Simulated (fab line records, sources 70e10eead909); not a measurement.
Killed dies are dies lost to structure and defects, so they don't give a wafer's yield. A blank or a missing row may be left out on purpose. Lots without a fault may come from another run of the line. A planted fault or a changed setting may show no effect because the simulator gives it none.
Which tool did it? | flow nand_harc | 15 lots, 45 wafers sampled, at 5 steps of a route of 1159

WHAT THE GAUGES READ, wafer by wafer
The record holds no reading of a measuring or inspecting step that can be judged against a usual standard deviation.

WHICH TOOL RAN EACH LOT (tool, then ch and the chambers of the sampled wafers, then the start)
lot  | NHARC_A_CONTACT_ETCH_139             | NHARC_A_CONTACT_CVD_19                   | NHARC_A_BLC_STRIP_29               | NHARC_A_BLC_CVD_24            | NHARC_A_BLC_CMP_25
L784 | har_cap_etch-01 ch 1, day 17 01:31   | cvd_w-01 ch 0,1, day 17 10:28 or earlier | rie_diel-06 ch 1,2,3, day 17 10:28 | cvd_w-02 ch 0,1, day 17 14:13 | cmp-02 ch 0,1,3, day 17 14:47
L783 | har_cap_etch-03 ch 0,1, day 17 03:19 | cvd_w-02 ch 0, day 17 12:47 or earlier   | rie_diel-10 ch 1,2, day 17 12:47   | cvd_w-02 ch 0,1, day 17 15:50 | cmp-02 ch 0,2, day 17 16:24
L787 | har_cap_etch-01 ch 0,1, day 17 10:05 | cvd_w-02 ch 0,1, day 17 17:45 or earlier | rie_diel-13 ch 1,2, day 17 17:45   | cvd_w-02 ch 0,1, day 17 18:44 | cmp-01 ch 0,2,3, day 17 19:19
L785 | har_cap_etch-02 ch 0,1, day 17 11:57 | cvd_w-01 ch 0,1, day 17 19:04 or earlier | rie_diel-10 ch 1,3, day 17 19:04   | cvd_w-02 ch 0,1, day 17 20:03 | cmp-04 ch 0,3, day 17 20:34
L788 | har_cap_etch-02 ch 1, day 18 05:07   | cvd_w-02 ch 0,1, day 18 10:39 or earlier | rie_diel-13 ch 0,1,2, day 18 10:39 | cvd_w-02 ch 0,1, day 18 13:41 | cmp-02 ch 0,2, day 18 14:09
L789 | har_cap_etch-01 ch 0,1, day 18 13:36 | cvd_w-01 ch 0,1, day 18 18:42 or earlier | rie_diel-13 ch 0,2, day 18 18:42   | cvd_w-02 ch 0,1, day 19 02:21 | cmp-01 ch 0,1,3, day 19 07:31
L792 | har_cap_etch-02 ch 0,1, day 18 22:34 | cvd_w-02 ch 0,1, day 19 06:33 or earlier | rie_diel-10 ch 0,1, day 19 06:33   | cvd_w-01 ch 0,1, day 19 07:40 | cmp-04 ch 0,2,3, day 19 08:05
L790 | har_cap_etch-01 ch 0,1, day 19 05:56 | cvd_w-02 ch 0,1, day 19 11:10 or earlier | rie_diel-10 ch 0,3, day 19 11:10   | cvd_w-02 ch 0,1, day 19 12:16 | cmp-04 ch 0,1,3, day 19 13:28
L793 | har_cap_etch-03 ch 0, day 19 15:02   | cvd_w-01 ch 0,1, day 19 23:19 or earlier | rie_diel-06 ch 0,1, day 19 23:19   | cvd_w-02 ch 0,1, day 20 04:48 | cmp-02 ch 0,1,2, day 20 08:37
L800 | har_cap_etch-03 ch 0,1, day 20 21:38 | cvd_w-02 ch 0,1, day 21 02:52 or earlier | rie_diel-13 ch 0,2, day 21 02:52   | cvd_w-01 ch 0,1, day 21 11:37 | cmp-04 ch 0,2,3, day 21 12:05
L801 | har_cap_etch-03 ch 0,1, day 21 05:19 | cvd_w-01 ch 0,1, day 21 15:59 or earlier | rie_diel-13 ch 1,2,3, day 21 15:59 | cvd_w-01 ch 0,1, day 21 19:31 | cmp-02 ch 1,2,3, day 21 20:04
L802 | har_cap_etch-03 ch 0,1, day 21 13:29 | cvd_w-01 ch 0,1, day 21 20:56 or earlier | rie_diel-10 ch 0,1,2, day 21 20:56 | cvd_w-01 ch 0,1, day 21 23:19 | cmp-02 ch 0,2,3, day 21 23:50
L803 | har_cap_etch-01 ch 0,1, day 21 14:23 | cvd_w-01 ch 0,1, day 21 21:41 or earlier | rie_diel-13 ch 0,3, day 21 21:41   | cvd_w-02 ch 1, day 21 23:27   | cmp-01 ch 1,2,3, day 21 23:54
L806 | har_cap_etch-01 ch 0,1, day 22 02:48 | cvd_w-02 ch 0,1, day 22 08:08 or earlier | rie_diel-13 ch 0,1,3, day 22 08:08 | cvd_w-02 ch 0,1, day 22 09:06 | cmp-02 ch 0,1,3, day 22 09:38
L805 | har_cap_etch-03 ch 0,1, day 22 10:28 | cvd_w-01 ch 0, day 22 15:23 or earlier   | rie_diel-13 ch 0,1,3, day 22 15:23 | cvd_w-02 ch 0,1, day 22 20:28 | cmp-04 ch 1,3, day 22 21:00
- NHARC_A_CONTACT_ETCH_139: etches the open film in C4F8/O2/Ar, time 137 s, target depth 590 nm.
- NHARC_A_CONTACT_CVD_19: deposits W, target thk 300 nm, time 802 s.
- NHARC_A_BLC_STRIP_29: strips in CF4.
- NHARC_A_BLC_CVD_24: deposits W, target thk 150 nm, time 434 s.
- NHARC_A_BLC_CMP_25: polishes, t overpolish 30 s, target thk 150 nm.

WHAT THE TOOLS THEMSELVES READ (means of the sampled wafers that have a number; where no wafer has one, the mark that the record gives instead)
NHARC_A_CONTACT_CVD_19.
lot  | tool     | heater_power_w (W) | throttle_valve_pct (%)
L784 | cvd_w-01 | 439                | 7.99
L783 | cvd_w-02 | 493                | 7.95
L787 | cvd_w-02 | 409                | 8.00
L785 | cvd_w-01 | 454                | 7.84
L788 | cvd_w-02 | 446                | 8.14
L789 | cvd_w-01 | 449                | 7.98
L792 | cvd_w-02 | 412                | 8.26
L790 | cvd_w-02 | 413                | 8.14
L793 | cvd_w-01 | 437                | 8.10
L800 | cvd_w-02 | 449                | 8.05
L801 | cvd_w-01 | 449                | 7.91
L802 | cvd_w-01 | 449                | 8.12
L803 | cvd_w-01 | 441                | 8.05
L806 | cvd_w-02 | 410                | 8.32
L805 | cvd_w-01 | 440                | 7.85

NHARC_A_BLC_STRIP_29.
lot  | tool        | cf4_flow_sccm (sccm) | drypump_motor_current_A (A) | oes_product_au (a.u.) | rf_vpp_V (V) | showerhead_plenum_p_Torr (Torr) | throttle_valve_pct (%)
L784 | rie_diel-06 | 150.4                | 5.3                         | 1.002                 | 59.4         | 1.81                            | 13.287
L783 | rie_diel-10 | 149.8                | 6.4                         | 1.003                 | 59.9         | 1.77                            | 13.280
L787 | rie_diel-13 | 149.7                | 5.4                         | 0.992                 | 60.3         | 1.83                            | 13.283
L785 | rie_diel-10 | 149.6                | 5.9                         | 1.004                 | 60.2         | 1.74                            | 13.274
L788 | rie_diel-13 | 150.0                | 5.6                         | 1.005                 | 60.4         | 1.80                            | 13.277
L789 | rie_diel-13 | 149.9                | 5.9                         | 0.996                 | 59.4         | 1.75                            | 13.277
L792 | rie_diel-10 | 150.0                | 6.5                         | 0.997                 | 59.5         | 1.81                            | 13.282
L790 | rie_diel-10 | 149.9                | 5.4                         | 0.992                 | 58.9         | 1.81                            | 13.287
L793 | rie_diel-06 | 149.8                | 6.0                         | 0.997                 | 59.8         | 1.76                            | 13.276
L800 | rie_diel-13 | 149.8                | 5.7                         | 0.997                 | 59.4         | 1.78                            | 13.283
L801 | rie_diel-13 | 150.2                | 5.4                         | 0.991                 | 60.3         | 1.85                            | 13.278
L802 | rie_diel-10 | 150.0                | 6.4                         | 1.001                 | 59.5         | 1.82                            | 13.283
L803 | rie_diel-13 | 150.2                | 5.7                         | 0.988                 | 60.4         | 1.82                            | 13.284
L806 | rie_diel-13 | 150.0                | 5.5                         | 0.996                 | 59.6         | 1.81                            | 13.290
L805 | rie_diel-13 | 149.9                | 5.5                         | 0.992                 | 58.7         | 1.81                            | 13.278

NHARC_A_BLC_CVD_24.
lot  | tool     | heater_power_w (W) | throttle_valve_pct (%)
L784 | cvd_w-02 | 451                | 8.03
L783 | cvd_w-02 | 411                | 8.02
L787 | cvd_w-02 | 447                | 7.94
L785 | cvd_w-02 | 413                | 8.04
L788 | cvd_w-02 | 413                | 8.18
L789 | cvd_w-02 | 446                | 8.10
L792 | cvd_w-01 | 448                | 7.88
L790 | cvd_w-02 | 442                | 7.97
L793 | cvd_w-02 | 412                | 8.33
L800 | cvd_w-01 | 443                | 7.89
L801 | cvd_w-01 | 451                | 7.90
L802 | cvd_w-01 | 442                | 7.87
L803 | cvd_w-02 | 373                | 8.47
L806 | cvd_w-02 | 414                | 8.33
L805 | cvd_w-02 | 449                | 8.18

NHARC_A_BLC_CMP_25.
lot  | tool   | motor_current_A (A) | overpolish_run_s (s) | slurry_filter_dp_kPa (kPa) | time_to_endpoint_s (s)
L784 | cmp-02 | 10.9                | 30.002               | 13.51                      | 28.8
L783 | cmp-02 | 12.0                | 29.994               | 13.39                      | 31.5
L787 | cmp-01 | 11.7                | 30.002               | 13.53                      | 28.2
L785 | cmp-04 | 12.1                | 29.992               | 13.54                      | 29.7
L788 | cmp-02 | 12.2                | 29.991               | 13.60                      | 29.0
L789 | cmp-01 | 12.5                | 30.004               | 13.44                      | 61.2
L792 | cmp-04 | 11.1                | 30.009               | 13.44                      | 31.7
L790 | cmp-04 | 11.1                | 29.993               | 13.47                      | 60.8
L793 | cmp-02 | 11.7                | 29.992               | 13.43                      | 57.9
L800 | cmp-04 | 11.6                | 30.000               | 13.55                      | 29.0
L801 | cmp-02 | 12.5                | 30.001               | 13.57                      | 28.5
L802 | cmp-02 | 12.2                | 30.001               | 13.45                      | 31.1
L803 | cmp-01 | 12.1                | 29.999               | 13.51                      | 28.1
L806 | cmp-02 | 11.0                | 29.989               | 13.54                      | 29.1
L805 | cmp-04 | 11.1                | 30.008               | 13.45                      | 26.7

THE ANSWER, worked out from the rows above alone
Rule: what is usual is taken from the lots themselves. Put in order of their means at a reading, lots are off if they are a third of the lots or fewer, leave a main group of 4 or more, and stand apart from it by a gap of 3 or more times the standard deviation of the main group's means; of several such gaps the widest counts. A main group whose means are all the same, to the digits that the tables above print for the reading, isn't used. A lot without any number at a reading at which 4 lots or more have one is off too. The other lots that the step has rows for count as sound. The gauges are gone through in route order, then the tools' own readings, and for those a lot's mean is taken as printed above. The first step at which some lot is off is used, and at that step the reading that is off furthest; a lot without a number counts as furthest.
Off: L789, L790, L793, at NHARC_A_BLC_CMP_25 (time_to_endpoint_s). The main group: mean 29.3 s, standard deviation 1.4.
A tool fits if, at that step or a process step before it, it ran every lot that is off, and no sound lot after the first of them. NHARC_A_CONTACT_CVD_19 gives no start for some lots, so the hours and the order of its lots are those of NHARC_A_BLC_STRIP_29. None of those tried fits.

WHAT THE SIMULATOR HAD PUT IN
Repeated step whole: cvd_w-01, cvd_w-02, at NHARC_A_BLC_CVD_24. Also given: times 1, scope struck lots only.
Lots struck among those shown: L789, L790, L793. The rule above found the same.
